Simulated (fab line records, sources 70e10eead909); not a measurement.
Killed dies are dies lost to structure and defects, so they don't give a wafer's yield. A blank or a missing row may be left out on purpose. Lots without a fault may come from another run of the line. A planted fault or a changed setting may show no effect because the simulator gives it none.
fab line records | flow nand_harc | part 2 of 2: steps 28 to 36 of 36
record lots=5 wafers=15 last_day=32
route steps=1302 shown A_M1@1194 A_BONDPAD@1202
lots that met no fault: from a run of the same line without faults
start_h: hours from the record's first day to the start of the lot's first wafer shown | wait_h: hours since the lot's step before | " the same as in the row above | L1.1+2: a row that stands for several wafers | - no value, or no start given | * or withheld: withheld | < > ~ a bound
route shown NAME@n: a module of which the file shows steps, and the number in the route of the first | usual: mean/standard deviation of fault-free wafers | same: alike in all rows | chamber/n: place in a boat | sites: the reading at each site | _std_site: their standard deviation | _edge_site: outer sites' mean less inner sites' | radius_mm: how far each site lies from the wafer's centre | mask NAME#n: copy n | behind: the tool/chamber that last shaped the wafer | hold: why the lot was held/for how many hours/how that ended | device: the transistor (n, p or np) that didn't switch | end of line: the same wafers' tests at the end of the route | a step without rows: its recipe alone | killed: dies lost to structure and defects at the first sort, not the wafer's yield | map: a wafer's dies, x killed, . not, _ none there
set.NAME: the setting as run; set.NAME@STEP: as run at that earlier step | model.NAME: the simulator's own value behind a step, which no gauge read
lots at some steps of the route; a table a step, a row a wafer
services: from which hour (start_h, from the record's first day; less than 0 if before it) a tool's chamber was out of use, for how many hours, and why
## steps
# step NHARC_A_BONDPAD_STRIP_15
# recipe o2_flow_sccm=500 ar_flow_sccm=0 bias_w=0 chemistry=O2
# usual drypump_motor_current_A=5.9/0.41 oes_product_au=1.000/0.01 rf_vpp_V=57.7/0.97 showerhead_plenum_p_Torr=3.51/0.11 throttle_valve_pct=17.035/0.0098
# same bias_w=0
# columns lot.wafer tool chamber start_h wait_h drypump_motor_current_A oes_product_au rf_hours_counter_h rf_vpp_V showerhead_plenum_p_Torr throttle_valve_pct
L077.1 rie_diel-06 2 554.30 0.1 6.3 0.986 22 58.8 3.52 17.024
L077.2 " 0 " " 5.3 1.012 26 58.8 3.37 17.050
L077.6 " 3 " " 5.3 0.994 - 57.3 3.49 17.025
L079.4 rie_diel-09 2 586.82 0.1 6.6 1.009 2 58.1 3.45 17.049
L079.5 " 2 " " 6.6 1.005 - 54.8 3.45 17.036
L079.6 " 3 " " 6.0 0.999 - 57.1 3.48 17.047
L089.2 rie_diel-04 1 676.84 0.1 5.6 0.985 22 57.8 3.38 17.018
L089.3 " 3 " " 5.8 0.996 22 58.8 3.45 17.027
L089.6 " 1 " " 5.6 0.990 - 57.8 3.38 17.040
L094.4 rie_diel-04 1 726.20 0.1 5.6 0.983 1 57.2 3.37 17.050
L094.3 " 2 " " 5.7 1.001 1 58.8 3.68 17.040
L094.6 " 1 " " 5.6 0.962 - 55.4 3.37 17.028
L095.1 rie_diel-04 0 741.08 0.1 5.1 1.012 6 58.1 3.40 17.019
L095.3 " 2 " " 5.7 0.994 - 57.5 3.67 17.055
L095.6 " 2 " " 5.7 1.005 - 57.1 3.67 17.044
# step NHARC_A_BONDPAD_ETCH_24
# recipe target_depth_a=300 over_etch_frac=0.3 time_s=72.99 ion_energy_ev=150 cf4_flow_sccm=50 n2_flow_sccm=100 ar_flow_sccm=150 rf_w=300 bias_w=100 chemistry=CF4/N2
# usual bias_w=100.0/0.32 drypump_motor_current_A=5.8/0.41 oes_product_au=1.000/0.0098 rf_vpp_V=313.9/1.6 showerhead_plenum_p_Torr=2.61/0.082 throttle_valve_pct=19.794/0.0092
# same over_etch_frac=0.3
# columns lot.wafer tool chamber start_h wait_h bias_w drypump_motor_current_A oes_product_au rf_hours_counter_h rf_vpp_V showerhead_plenum_p_Torr throttle_valve_pct
L077.2 rie_diel-06 3 - - 99.9 5.3 0.994 23 312.8 2.60 19.787
L077.1 " 0 " " 100.2 5.3 1.010 26 312.5 2.51 19.808
L077.6 " 1 " " 99.9 5.6 0.997 - 318.1 2.83 19.785
L079.4 rie_diel-09 2 - - 100.1 6.6 1.012 2 313.8 2.57 19.799
L079.6 " 1 " " 100.1 5.9 1.008 - 314.7 2.61 19.803
L079.5 " 2 " " 100.2 6.6 1.009 - 312.7 2.57 19.797
L089.2 rie_diel-04 2 677.03 0.2 99.9 5.7 0.977 18 315.2 2.74 19.797
L089.3 " 1 " " 100.1 5.6 1.001 22 311.0 2.51 19.794
L089.6 " 2 " " 100.4 5.7 0.994 - 316.7 2.74 19.794
L094.4 rie_diel-04 1 - - 100.2 5.6 0.979 1 311.2 2.51 19.784
L094.3 " 2 " " 100.2 5.7 1.009 1 316.3 2.74 19.801
L094.6 " 2 " " 100.1 5.7 0.996 - 315.6 2.74 19.781
L095.1 rie_diel-04 2 741.31 0.2 99.7 5.7 1.003 7 314.6 2.74 19.788
L095.3 " 2 " " 99.7 5.7 1.000 - 315.3 2.74 19.806
L095.6 " 0 " " 99.7 5.1 1.011 - 313.1 2.53 19.787
# step NHARC_A_BONDPAD_STRIP_16
# recipe time_s=600 temp_c=30 chemistry=post_etch_residue_remover
# columns lot.wafer tool chamber start_h wait_h
L077.1+2+6 wet_bench-10 5,7,0 554.60 -
L079.6+5+4 wet_bench-10 3,5,7 587.10 -
L089.3+2+6 wet_bench-08 2,3,4 677.18 -
L094.6+4+3 wet_bench-10 3,6,7 726.48 -
L095.6+1+3 wet_bench-10 0,3,5 741.47 0.1
# step NHARC_A_BONDPAD_DEGAS_25
# recipe temp_c=300 time_s=60
# usual heater_power_w=473/46
# columns lot.wafer tool chamber start_h wait_h heater_power_w
L077.2 pvd_sputter-01 - 554.86 - 452
L077.1 " - " " 489
L077.6 " - " " 424
L079.4 pvd_sputter-03 - 587.37 - 523
L079.5 " - " " 483
L079.6 " - " " 524
L089.2 pvd_sputter-01 - 677.45 - 474
L089.3 " - " " 449
L089.6 " - " " 419
L094.3 pvd_sputter-03 - 726.75 - 549
L094.4 " - " " 434
L094.6 " - " " 540
L095.3 pvd_sputter-01 - 741.74 - 478
L095.1 " - " " 441
L095.6 " - " " 482
# step NHARC_A_BONDPAD_PRE_CLEAN_26
# recipe time_s=30 temp_c=280 gas=H2/He
# usual heater_power_w=414/41
# columns lot.wafer tool chamber start_h wait_h heater_power_w
L077.1 pvd_sputter-01 - - - 426
L077.2 " - " " 398
L077.6 " - " " 426
L079.4 pvd_sputter-03 - - - 352
L079.5 " - " " 423
L079.6 " - " " 452
L089.2 pvd_sputter-01 - - - 412
L089.3 " - " " 431
L089.6 " - " " 395
L094.3 pvd_sputter-03 - - - 333
L094.4 " - " " 416
L094.6 " - " " 324
L095.3 pvd_sputter-01 - - - 417
L095.1 " - " " 409
L095.6 " - " " 410
# step NHARC_A_BONDPAD_PVD_17
# recipe target_thk_a=50 bias_v=168.6 power_w=15000 chamber_pressure_pa=0.12 time_s=8.06 substrate_temp_c=50 material=TaN
# usual cathode_dc_power_W=15000/2.5 throttle_valve_pct=30.0/1
# columns lot.wafer tool chamber start_h wait_h cathode_dc_power_W throttle_valve_pct
L077.1 pvd_sputter-01 - - - 15004 29.6
L077.2 " - " " 14998 31.0
L077.6 " - " " 15000 29.6
L079.4 pvd_sputter-03 - - - 15005 29.0
L079.5 " - " " 15000 29.2
L079.6 " - " " 14998 29.3
L089.3 pvd_sputter-01 - - - 15006 31.5
L089.2 " - " " 15001 30.8
L089.6 " - " " 15001 31.2
L094.4 pvd_sputter-03 - - - 14998 31.3
L094.3 " - " " 15002 29.3
L094.6 " - " " 14997 30.4
L095.1 pvd_sputter-01 - - - 14998 30.7
L095.3 " - " " 15000 31.3
L095.6 " - " " 15003 29.5
# step NHARC_A_BONDPAD_PVD_27
# recipe target_thk_a=300 chamber_pressure_pa=5 power_w=5000 substrate_temp_c=30 time_s=20.49 material=Cu
# usual cathode_dc_power_W=5000.1/0.94 throttle_valve_pct=30.0/1
# columns lot.wafer tool chamber start_h wait_h cathode_dc_power_W throttle_valve_pct
L077.1 pvd_sputter-01 - - - 4998.9 30.4
L077.2 " - " " 5000.0 29.7
L077.6 " - " " 5000.1 30.4
L079.4 pvd_sputter-03 - - - 5000.1 30.5
L079.5 " - " " 5000.7 29.5
L079.6 " - " " 5000.6 30.8
L089.3 pvd_sputter-01 - - - 5000.6 31.3
L089.2 " - " " 4998.7 31.5
L089.6 " - " " 5000.4 31.2
L094.3 pvd_sputter-03 - - - 5000.5 29.2
L094.4 " - " " 5001.4 29.2
L094.6 " - " " 4999.0 29.1
L095.3 pvd_sputter-01 - - - 5000.1 30.6
L095.1 " - " " 5000.0 29.4
L095.6 " - " " 4998.9 29.2
# step NHARC_A_BONDPAD_ECD_18
# recipe target_thk_a=4000 bath_temp_c=25 material=Cu
# columns lot.wafer tool chamber start_h wait_h
L077.2+1+6 ecd_cu-01 1,0,1 555.21 -
L079.4+5+6 ecd_cu-01 1,0,1 587.88 -
L089.2+3+6 ecd_cu-02 1,0,0 677.80 -
L094.3+4+6 ecd_cu-02 0,1,0 727.21 -
L095.1+3+6 ecd_cu-01 0 742.14 -
# step NHARC_A_BONDPAD_ANNEAL_28
# recipe temp_c=225 time_s=90
# usual wafer_temp_C_max=226.3/0.36
# columns lot.wafer tool chamber start_h wait_h wafer_temp_C_max
L077.1 rtp_anneal-02 0 555.60 - 226.1
L077.2 " 0 " " 226.8
L077.6 " 0 " " 226.2
L079.4 rtp_anneal-02 0 588.27 - 226.2
L079.5 " 0 " " 226.1
L079.6 " 0 " " 226.1
L089.2 rtp_anneal-02 0 678.23 0.4 226.4
L089.3 " 0 " " 226.1
L089.6 " 0 " " 226.4
L094.3 rtp_anneal-02 0 727.60 0.3 226.6
L094.4 " 0 " " 226.4
L094.6 " 0 " " 226.1
L095.1 rtp_anneal-01 0 742.47 - 227.2
L095.3 " 0 " " 226.3
L095.6 " 0 " " 226.8
## services
# columns tool chamber start_h hours kind
rie_diel-04 - 531.96 9.0 pm
pvd_sputter-01 - 536.02 0.6 repair
rie_diel-09 - 536.53 0.7 repair
rie_diel-04 2 553.89 3.6 repair
rie_diel-04 2 557.75 13.7 repair
rie_diel-09 3 565.25 4.1 repair
rie_diel-04 1 565.42 2.6 repair
pvd_sputter-01 - 582.00 10.0 pm
pecvd-02 - 590.62 13.0 pm
rie_diel-04 1 591.59 3.2 repair
litho_track-07 - 601.00 7.0 pm
rie_diel-09 - 609.91 2.6 repair
wet_bench-08 - 646.40 8.0 pm
litho_track-05 - 649.00 7.0 pm
wet_bench-10 - 663.20 8.0 pm
rie_diel-09 - 674.10 9.0 pm
pecvd-02 0 674.74 9.3 repair
pvd_sputter-01 - 687.57 7.6 repair
pvd_sputter-03 - 704.03 10.0 pm
rie_diel-04 - 708.96 9.0 pm
pecvd-02 - 728.84 0.9 repair
pvd_sputter-03 - 733.46 1.7 repair
rie_diel-04 1 733.64 12.1 repair
rie_diel-04 3 740.89 2.5 repair
